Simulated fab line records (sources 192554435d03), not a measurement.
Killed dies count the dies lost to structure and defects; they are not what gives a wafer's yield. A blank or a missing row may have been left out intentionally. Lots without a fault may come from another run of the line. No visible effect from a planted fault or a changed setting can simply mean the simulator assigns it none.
Split-lot trial :: flow n5 finfet :: route with 1938 steps; 7 lots, 39 wafers read

== SPLIT DETAILS ==
At N5_SD_EPI_N_ETCH_35 (etches SOC in N2/H2, overetch 108 nm, time 486 s), the setting source w was moved away from the recipe's 3000 W on 12 of the 39 wafers read, by -17.2% to +5.6%. All remaining wafers had this setting at the recipe value.

The split's own step is where the reading is taken.

== THE READING ==
rf vpp V, in V, at N5_SD_EPI_N_ETCH_35 (etches SOC in N2/H2, overetch 108 nm, time 486 s). Typical for fault-free wafers on this fab line: 240.4 V, with standard deviation 1.5 V.

wafer: L075.1
tool, chamber at the split: rie diel-02, 0
source w as run, W: 3000
against the recipe: recipe
rf vpp V, V: 240.3
against lot-mates on the recipe: -

wafer: L075.2
tool, chamber at the split: rie diel-02, 2
source w as run, W: 3000
against the recipe: recipe
rf vpp V, V: 236.6
against lot-mates on the recipe: -

wafer: L075.3
tool, chamber at the split: rie diel-02, 3
source w as run, W: 3000
against the recipe: recipe
rf vpp V, V: 240.5
against lot-mates on the recipe: -

wafer: L075.4
tool, chamber at the split: rie diel-02, 3
source w as run, W: 3000
against the recipe: recipe
rf vpp V, V: 240.6
against lot-mates on the recipe: -

wafer: L075.5
tool, chamber at the split: rie diel-02, 2
source w as run, W: 3000
against the recipe: recipe
rf vpp V, V: 238.1
against lot-mates on the recipe: -

wafer: L075.6
tool, chamber at the split: rie diel-02, 0
source w as run, W: 3000
against the recipe: recipe
rf vpp V, V: 238.2
against lot-mates on the recipe: -

wafer: L076.1
tool, chamber at the split: rie diel-01, 0
source w as run, W: 3000
against the recipe: recipe
rf vpp V, V: 241.6
against lot-mates on the recipe: -

wafer: L076.2
tool, chamber at the split: rie diel-01, 2
source w as run, W: 3000
against the recipe: recipe
rf vpp V, V: 238.7
against lot-mates on the recipe: -

wafer: L076.3
tool, chamber at the split: rie diel-01, 1
source w as run, W: 3000
against the recipe: recipe
rf vpp V, V: 239.7
against lot-mates on the recipe: -

wafer: L076.4
tool, chamber at the split: rie diel-01, 3
source w as run, W: 3168
against the recipe: +5.6%
rf vpp V, V: 236.4
against lot-mates on the recipe: -3.6

wafer: L076.5
tool, chamber at the split: rie diel-01, 2
source w as run, W: 3168
against the recipe: +5.6%
rf vpp V, V: 235.5
against lot-mates on the recipe: -4.5

wafer: L076.6
tool, chamber at the split: rie diel-01, 3
source w as run, W: 3168
against the recipe: +5.6%
rf vpp V, V: 235.6
against lot-mates on the recipe: -4.4

wafer: L083.1
tool, chamber at the split: rie diel-02, 3
source w as run, W: 3000
against the recipe: recipe
rf vpp V, V: 241.0
against lot-mates on the recipe: -

wafer: L083.2
tool, chamber at the split: rie diel-02, 0
source w as run, W: 2806
against the recipe: -6.5%
rf vpp V, V: 243.6
against lot-mates on the recipe: +4.5

wafer: L083.3
tool, chamber at the split: rie diel-02, 1
source w as run, W: 3000
against the recipe: recipe
rf vpp V, V: 237.4
against lot-mates on the recipe: -

wafer: L083.4
tool, chamber at the split: rie diel-02, 3
source w as run, W: 2806
against the recipe: -6.5%
rf vpp V, V: 245.9
against lot-mates on the recipe: +6.8

wafer: L083.5
tool, chamber at the split: rie diel-02, 0
source w as run, W: 2806
against the recipe: -6.5%
rf vpp V, V: 243.2
against lot-mates on the recipe: +4.1

wafer: L083.6
tool, chamber at the split: rie diel-02, 1
source w as run, W: 3000
against the recipe: recipe
rf vpp V, V: 238.8
against lot-mates on the recipe: -

wafer: L085.1
tool, chamber at the split: rie diel-02, 0
source w as run, W: 3000
against the recipe: recipe
rf vpp V, V: 239.0
against lot-mates on the recipe: -

wafer: L085.2
tool, chamber at the split: rie diel-02, 1
source w as run, W: 3000
against the recipe: recipe
rf vpp V, V: 238.8
against lot-mates on the recipe: -

wafer: L085.3
tool, chamber at the split: rie diel-02, 3
source w as run, W: 3000
against the recipe: recipe
rf vpp V, V: 242.7
against lot-mates on the recipe: -

wafer: L086.1
tool, chamber at the split: rie diel-01, 3
source w as run, W: 3000
against the recipe: recipe
rf vpp V, V: 240.9
against lot-mates on the recipe: -

wafer: L086.2
tool, chamber at the split: rie diel-01, 1
source w as run, W: 3000
against the recipe: recipe
rf vpp V, V: 240.2
against lot-mates on the recipe: -

wafer: L086.3
tool, chamber at the split: rie diel-01, 0
source w as run, W: 3000
against the recipe: recipe
rf vpp V, V: 241.4
against lot-mates on the recipe: -

wafer: L086.4
tool, chamber at the split: rie diel-01, 2
source w as run, W: 3000
against the recipe: recipe
rf vpp V, V: 241.2
against lot-mates on the recipe: -

wafer: L086.5
tool, chamber at the split: rie diel-01, 0
source w as run, W: 3000
against the recipe: recipe
rf vpp V, V: 242.7
against lot-mates on the recipe: -

wafer: L086.6
tool, chamber at the split: rie diel-01, 1
source w as run, W: 3000
against the recipe: recipe
rf vpp V, V: 241.3
against lot-mates on the recipe: -

wafer: L092.1
tool, chamber at the split: rie diel-03, 0
source w as run, W: 3000
against the recipe: recipe
rf vpp V, V: 239.3
against lot-mates on the recipe: -

wafer: L092.2
tool, chamber at the split: rie diel-03, 2
source w as run, W: 2565
against the recipe: -14.5%
rf vpp V, V: 254.1
against lot-mates on the recipe: +14.2

wafer: L092.3
tool, chamber at the split: rie diel-03, 1
source w as run, W: 3000
against the recipe: recipe
rf vpp V, V: 239.2
against lot-mates on the recipe: -

wafer: L092.4
tool, chamber at the split: rie diel-03, 3
source w as run, W: 2565
against the recipe: -14.5%
rf vpp V, V: 253.8
against lot-mates on the recipe: +13.9

wafer: L092.5
tool, chamber at the split: rie diel-03, 2
source w as run, W: 3000
against the recipe: recipe
rf vpp V, V: 241.3
against lot-mates on the recipe: -

wafer: L092.6
tool, chamber at the split: rie diel-03, 3
source w as run, W: 2565
against the recipe: -14.5%
rf vpp V, V: 254.2
against lot-mates on the recipe: +14.3

wafer: L097.1
tool, chamber at the split: rie diel-01, 2
source w as run, W: 2485
against the recipe: -17.2%
rf vpp V, V: 256.1
against lot-mates on the recipe: +14.3

wafer: L097.2
tool, chamber at the split: rie diel-01, 3
source w as run, W: 3000
against the recipe: recipe
rf vpp V, V: 242.0
against lot-mates on the recipe: -

wafer: L097.3
tool, chamber at the split: rie diel-01, 0
source w as run, W: 2485
against the recipe: -17.2%
rf vpp V, V: 257.9
against lot-mates on the recipe: +16.1

wafer: L097.4
tool, chamber at the split: rie diel-01, 1
source w as run, W: 2485
against the recipe: -17.2%
rf vpp V, V: 257.2
against lot-mates on the recipe: +15.4

wafer: L097.5
tool, chamber at the split: rie diel-01, 3
source w as run, W: 3000
against the recipe: recipe
rf vpp V, V: 241.8
against lot-mates on the recipe: -

wafer: L097.6
tool, chamber at the split: rie diel-01, 0
source w as run, W: 3000
against the recipe: recipe
rf vpp V, V: 241.6
against lot-mates on the recipe: -

FIT RESULTS
A straight line over all 39 wafers: rf vpp V changes by -0.936 V for each +1% of source w; r = -0.97; the points scatter about the line by 1.6 V.
The same after taking each lot's own level away (the mean of its wafers on the recipe; 39 wafers): -0.9 V for each +1%; r = -0.98; scatter 1.2 V.
That fit puts the effect of the largest move of source w on the reading at 15 V.
From 239.05 to 241.80 V: that is the span of the lots' own levels, equal to 1.8 times the standard deviation above.
The two slopes are in agreement: the lot-to-lot level therefore moves the slope only a little.
Check: +15.8 V against its lot-mates is what the line predicts for one of the wafers moved furthest among these (-17.2%) when that wafer is left out of the fit. It came out at +14.3 V against them.
Tool readings at the split's step, against how far the setting was moved: rf vpp V r = -0.97.

== FURTHER SPLITS ON THESE WAFERS ==
Before the reading, these wafers also passed through other splits. Each is held against what the fit with the lots' levels taken away leaves over:
other split on the same wafers: N5_DUMMY_GATE_EXPOSE_12 dose mj
wafers away from the commonest value: 12
r with rf vpp V (lot level and that fit taken away): -0.07

other split on the same wafers: N5_DUMMY_GATE_ETCH_31 target depth a
wafers away from the commonest value: 9
r with rf vpp V (lot level and that fit taken away): +0.00

== FILE'S OWN FIT ==
rf vpp V changes by -0.904 V for each +1% of source w, r = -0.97.
